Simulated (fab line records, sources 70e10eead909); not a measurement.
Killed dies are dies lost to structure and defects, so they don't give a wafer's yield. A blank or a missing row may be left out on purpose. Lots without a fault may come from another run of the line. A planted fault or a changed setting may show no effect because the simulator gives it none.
Which tool did it? | flow nand_harc | 24 lots, 72 wafers sampled, at 5 steps of a route of 1302

WHAT THE GAUGES READ, wafer by wafer
NHARC_A_SGD_CUT_INSPECT_25. Usual: raw_defect_count 387, standard deviation 92.
lot  | measured     | on                | raw_defect_count | flag
L075 | day 19 19:01 | defect_inspect-02 | 409 420 397      |
L076 | day 19 19:02 | defect_inspect-02 | 366 324 324      |
L074 | day 19 19:11 | defect_inspect-02 | 285 368 331      |
L077 | day 20 13:42 | defect_inspect-02 | 488 417 693      |
L078 | day 21 03:12 | defect_inspect-01 | 395 359 523      |
L079 | day 21 22:44 | defect_inspect-01 | 270 317 337      |
L080 | day 21 22:44 | defect_inspect-02 | 364 396 410      |
L081 | day 22 10:37 | defect_inspect-02 | 428 427 479      |
L082 | day 22 10:37 | defect_inspect-01 | 442 379 425      |
L084 | day 23 11:25 | defect_inspect-02 | 464 462 328      |
L083 | day 23 11:26 | defect_inspect-01 | 378 463 546      |
L085 | day 23 11:36 | defect_inspect-02 | 335 339 368      |
L087 | day 24 20:30 | defect_inspect-02 | 382 400 389      |
L086 | day 24 20:33 | defect_inspect-02 | 360 316 392      |
L089 | day 25 14:24 | defect_inspect-01 | 393 298 344      |
L090 | day 25 14:25 | defect_inspect-02 | 611 386 338      |
L088 | day 25 14:31 | defect_inspect-01 | 331 370 305      |
L092 | day 27 00:31 | defect_inspect-02 | 368 377 376      |
L091 | day 27 00:31 | defect_inspect-01 | 430 677 464      |
L093 | day 27 10:34 | defect_inspect-01 | 340 354 276      |
L094 | day 27 20:22 | defect_inspect-02 | 251 257 259      |
L095 | day 28 14:21 | defect_inspect-01 | 228 293 363      |
L096 | day 28 14:22 | defect_inspect-02 | 337 347 339      |
L097 | day 28 23:59 | defect_inspect-02 | 461 409 438      |

NHARC_A_SLIT_CD_MEAS_21. Usual: cd_nm 289.3 nm, standard deviation 0.77.
lot  | measured     | on        | cd_nm (nm)        | flag
L075 | day 20 06:49 | cd_sem-02 | 289.5 290.0 289.9 |
L076 | day 20 10:37 | cd_sem-01 | 290.4 289.6 288.7 |
L074 | day 20 09:53 | cd_sem-02 | 290.0 289.7 289.5 |
L077 | day 21 01:16 | cd_sem-01 | 289.4 289.5 289.9 |
L078 | day 21 14:43 | cd_sem-01 | 288.8 289.6 290.2 |
L079 | day 22 11:02 | cd_sem-01 | 289.8 289.0 289.4 |
L080 | day 22 11:47 | cd_sem-01 | 289.3 289.6 289.7 |
L081 | day 22 23:36 | cd_sem-01 | 287.3 287.4 286.3 |
L082 | day 23 02:29 | cd_sem-01 | 289.9 289.2 289.4 |
L084 | day 23 23:35 | cd_sem-02 | 289.4 289.8 289.1 |
L083 | day 23 23:44 | cd_sem-01 | 288.9 289.2 289.0 |
L085 | day 24 03:29 | cd_sem-02 | 289.5 289.8 289.1 |
L087 | day 25 07:47 | cd_sem-03 | 289.6 289.5 289.2 |
L086 | day 25 07:59 | cd_sem-03 | 289.3 289.9 289.7 |
L089 | day 26 02:14 | cd_sem-02 | 288.8 288.1 289.0 |
L090 | day 26 01:47 | cd_sem-03 | 288.0 287.8 287.8 |
L088 | day 26 05:40 | cd_sem-03 | 289.4 288.7 289.3 |
L092 | day 27 11:59 | cd_sem-02 | 289.5 289.8 289.3 |
L091 | day 27 12:07 | cd_sem-03 | 288.6 288.4 289.3 |
L093 | day 28 00:01 | cd_sem-02 | 289.1 289.1 289.2 |
L094 | day 28 08:05 | cd_sem-01 | 291.0 289.8 290.2 |
L095 | day 29 01:59 | cd_sem-03 | 289.5 289.5 288.9 |
L096 | day 29 02:25 | cd_sem-01 | 290.3 290.2 289.5 |
L097 | day 29 12:20 | cd_sem-03 | 289.8 289.6 289.4 |

NHARC_A_SIN_REMOVE_INSPECT_04. Usual: raw_defect_count 389, standard deviation 88.
lot  | measured     | on                | raw_defect_count | flag
L075 | day 20 13:28 | defect_inspect-02 | 392 334 309      |
L076 | day 20 16:34 | defect_inspect-02 | 330 267 308      |
L074 | day 20 16:32 | defect_inspect-01 | 329 364 375      |
L077 | day 21 07:53 | defect_inspect-02 | 477 384 713      |
L078 | day 21 21:26 | defect_inspect-02 | 411 356 506      |
L079 | day 22 17:41 | defect_inspect-02 | 315 350 372      |
L080 | day 22 17:42 | defect_inspect-02 | 361 365 390      |
L081 | day 23 06:16 | defect_inspect-01 | 443 384 383      |
L082 | day 23 11:35 | defect_inspect-01 | 492 402 444      |
L084 | day 24 06:11 | defect_inspect-02 | 431 417 322      |
L083 | day 24 06:10 | defect_inspect-01 | 412 501 558      |
L085 | day 24 10:05 | defect_inspect-01 | 361 331 370      |
L087 | day 25 14:25 | defect_inspect-01 | 406 359 352      |
L086 | day 25 14:25 | defect_inspect-02 | 344 367 390      |
L089 | day 26 08:26 | defect_inspect-02 | 390 341 378      |
L090 | day 26 08:27 | defect_inspect-01 | 620 402 352      |
L088 | day 26 12:23 | defect_inspect-01 | 358 383 298      |
L092 | day 27 18:35 | defect_inspect-01 | 412 417 460      |
L091 | day 27 18:35 | defect_inspect-02 | 357 631 448      |
L093 | day 28 06:45 | defect_inspect-02 | 354 367 287      |
L094 | day 28 14:43 | defect_inspect-01 | 295 280 292      |
L095 | day 29 08:38 | defect_inspect-02 | 220 292 365      |
L096 | day 29 08:38 | defect_inspect-01 | 378 382 350      |
L097 | day 29 18:59 | defect_inspect-01 | 377 394 438      |

WHICH TOOL RAN EACH LOT (tool, then ch and the chambers of the sampled wafers, then the start)
lot  | NHARC_A_SLIT_DEP_25             | NHARC_A_SLIT_DEP_23
L075 | pecvd-01 ch 0,1,2, day 19 19:05 | pecvd-02 ch 0,1,2, day 19 23:14
L076 | pecvd-01 ch 0,2, day 19 19:24   | pecvd-01 ch 0,1,2, day 20 03:01
L074 | pecvd-02 ch 0,1,2, day 19 19:19 | pecvd-01 ch 0,1,2, day 20 02:45
L077 | pecvd-02 ch 0,1,2, day 20 13:46 | pecvd-04 ch 0,1,2, day 20 18:10
L078 | pecvd-01 ch 1,2, day 21 03:18   | pecvd-01 ch 1,2, day 21 07:38
L079 | pecvd-02 ch 0,1,2, day 21 23:08 | pecvd-01 ch 0,1,2, day 22 04:01
L080 | pecvd-04 ch 0,1,2, day 21 23:10 | pecvd-02 ch 0,1,2, day 22 04:40
L081 | pecvd-04 ch 0,1,2, day 22 10:41 | pecvd-04 ch 0,2, day 22 16:35
L082 | pecvd-01 ch 1,2, day 22 10:43   | pecvd-04 ch 0,1, day 22 17:01
L084 | pecvd-02 ch 0,1, day 23 11:29   | pecvd-02 ch 0,2, day 23 15:41
L083 | pecvd-01 ch 1,2, day 23 11:32   | pecvd-04 ch 0,2, day 23 16:05
L085 | pecvd-04 ch 0,1, day 23 11:40   | pecvd-02 ch 1,2, day 23 16:05
L087 | pecvd-04 ch 1,2, day 24 20:36   | pecvd-01 ch 0,1, day 25 00:38
L086 | pecvd-01 ch 0,1,2, day 24 20:37 | pecvd-04 ch 0,1, day 25 00:47
L089 | pecvd-04 ch 0,2, day 25 14:44   | pecvd-01 ch 0,1,2, day 25 18:49
L090 | pecvd-04 ch 0,1,2, day 25 14:28 | pecvd-01 ch 0,1,2, day 25 18:40
L088 | pecvd-01 ch 0,1, day 25 14:44   | pecvd-04 ch 0,1,2, day 25 21:59
L092 | pecvd-02 ch 0,1,2, day 27 00:40 | pecvd-01 ch 0,2, day 27 04:41
L091 | pecvd-01 ch 0,1,2, day 27 00:35 | pecvd-02 ch 1,2, day 27 04:40
L093 | pecvd-01 ch 1,2, day 27 10:38   | pecvd-02 ch 0,1,2, day 27 16:50
L094 | pecvd-01 ch 0,1,2, day 27 20:25 | pecvd-02 ch 0,1,2, day 28 00:56
L095 | pecvd-02 ch 1,2, day 28 14:25   | pecvd-02 ch 0,2, day 28 18:52
L096 | pecvd-04 ch 0,2, day 28 14:26   | pecvd-04 ch 1,2, day 28 18:58
L097 | pecvd-01 ch 0,2, day 29 00:03   | pecvd-04 ch 0,1,2, day 29 04:52
- NHARC_A_SLIT_DEP_25: deposits SiO2, target thk 200 nm.
- NHARC_A_SLIT_DEP_23: deposits SiON, target thk 100 nm.

WHAT THE TOOLS THEMSELVES READ (means of the sampled wafers that have a number; where no wafer has one, the mark that the record gives instead)
NHARC_A_SLIT_DEP_25. Usual: chamber_pressure_Torr 6.500 Torr, standard deviation 0.014; heater_power_w 591 W, standard deviation 90; susceptor_temp_C 400.00 C, standard deviation 0.23; throttle_valve_pct 15.8 %, standard deviation 0.53.
lot  | tool     | chamber_pressure_Torr (Torr) | heater_power_w (W) | susceptor_temp_C (C) | throttle_valve_pct (%) | flag
L075 | pecvd-01 | 6.507                        | 547                | 400.15               | 15.6                   |
L076 | pecvd-01 | 6.506                        | 626                | 400.15               | 15.7                   |
L074 | pecvd-02 | 6.507                        | 629                | 400.10               | 15.9                   |
L077 | pecvd-02 | 6.499                        | 575                | 399.88               | 16.0                   |
L078 | pecvd-01 | 6.493                        | 615                | 399.96               | 15.8                   |
L079 | pecvd-02 | 6.499                        | 553                | 399.94               | 16.0                   |
L080 | pecvd-04 | 6.493                        | 582                | 400.12               | 16.0                   |
L081 | pecvd-04 | 6.498                        | 550                | 399.91               | 15.9                   |
L082 | pecvd-01 | 6.500                        | 613                | 399.70               | 15.2                   |
L084 | pecvd-02 | 6.518                        | 659                | 399.91               | 16.4                   |
L083 | pecvd-01 | 6.510                        | 627                | 399.73               | 15.1                   |
L085 | pecvd-04 | 6.498                        | 505                | 399.86               | 15.5                   |
L087 | pecvd-04 | 6.502                        | 665                | 400.04               | 16.3                   |
L086 | pecvd-01 | 6.504                        | 593                | 400.07               | 15.4                   |
L089 | pecvd-04 | 6.503                        | 582                | 400.16               | 16.3                   |
L090 | pecvd-04 | 6.502                        | 603                | 400.08               | 16.1                   |
L088 | pecvd-01 | 6.493                        | 595                | 399.90               | 15.6                   |
L092 | pecvd-02 | 6.483                        | 582                | 399.98               | 16.1                   |
L091 | pecvd-01 | 6.487                        | 556                | 399.99               | 15.7                   |
L093 | pecvd-01 | 6.511                        | 664                | 400.19               | 15.5                   |
L094 | pecvd-01 | 6.492                        | 591                | 400.08               | 15.6                   |
L095 | pecvd-02 | 6.513                        | 578                | 399.96               | 16.0                   |
L096 | pecvd-04 | 6.490                        | 582                | 399.95               | 15.7                   |
L097 | pecvd-01 | 6.495                        | 566                | 400.11               | 15.6                   |

NHARC_A_SLIT_DEP_23. Usual: chamber_pressure_Torr 3.501 Torr, standard deviation 0.0079; heater_power_w 776 W, standard deviation 84; susceptor_temp_C 400.00 C, standard deviation 0.22.
lot  | tool     | chamber_pressure_Torr (Torr) | heater_power_w (W) | susceptor_temp_C (C) | flag
L075 | pecvd-02 | 3.501                        | 804                | 400.06               |
L076 | pecvd-01 | 3.509                        | 795                | 399.86               |
L074 | pecvd-01 | 3.502                        | 803                | 399.95               |
L077 | pecvd-04 | 3.502                        | 741                | 399.82               |
L078 | pecvd-01 | 3.507                        | 864                | 399.92               |
L079 | pecvd-01 | 3.496                        | 747                | 399.92               |
L080 | pecvd-02 | 3.500                        | 711                | 399.81               |
L081 | pecvd-04 | 3.493                        | 816                | 400.29               |
L082 | pecvd-04 | 3.505                        | 749                | 399.90               |
L084 | pecvd-02 | 3.497                        | 745                | 399.97               |
L083 | pecvd-04 | 3.501                        | 786                | 400.06               |
L085 | pecvd-02 | 3.504                        | 798                | 399.92               |
L087 | pecvd-01 | 3.489                        | 797                | 399.80               |
L086 | pecvd-04 | 3.493                        | 705                | 399.87               |
L089 | pecvd-01 | 3.502                        | 715                | 400.05               |
L090 | pecvd-01 | 3.497                        | 821                | 400.04               |
L088 | pecvd-04 | 3.501                        | 745                | 399.94               |
L092 | pecvd-01 | 3.497                        | 740                | 400.12               |
L091 | pecvd-02 | 3.500                        | 775                | 400.10               |
L093 | pecvd-02 | 3.506                        | 792                | 400.07               |
L094 | pecvd-02 | 3.498                        | 809                | 400.07               |
L095 | pecvd-02 | 3.502                        | 747                | 399.86               |
L096 | pecvd-04 | 3.494                        | 756                | 400.18               |
L097 | pecvd-04 | 3.493                        | 778                | 400.25               |

THE ANSWER, worked out from the rows above alone
Rule: a lot is off if the mean of its wafers that have a number lies more than 3 standard deviations from the usual mean. A lot without any number at a reading at which 4 lots or more have one is off too. The other lots that the step has rows for count as sound. The gauges are gone through in route order, then the tools' own readings, and for those a lot's mean is taken as printed above. The first step at which some lot is off is used, and at that step the reading that is off furthest; a lot without a number counts as furthest.
No lot is off at any reading shown: from this, nothing can be told.

WHAT THE SIMULATOR HAD PUT IN
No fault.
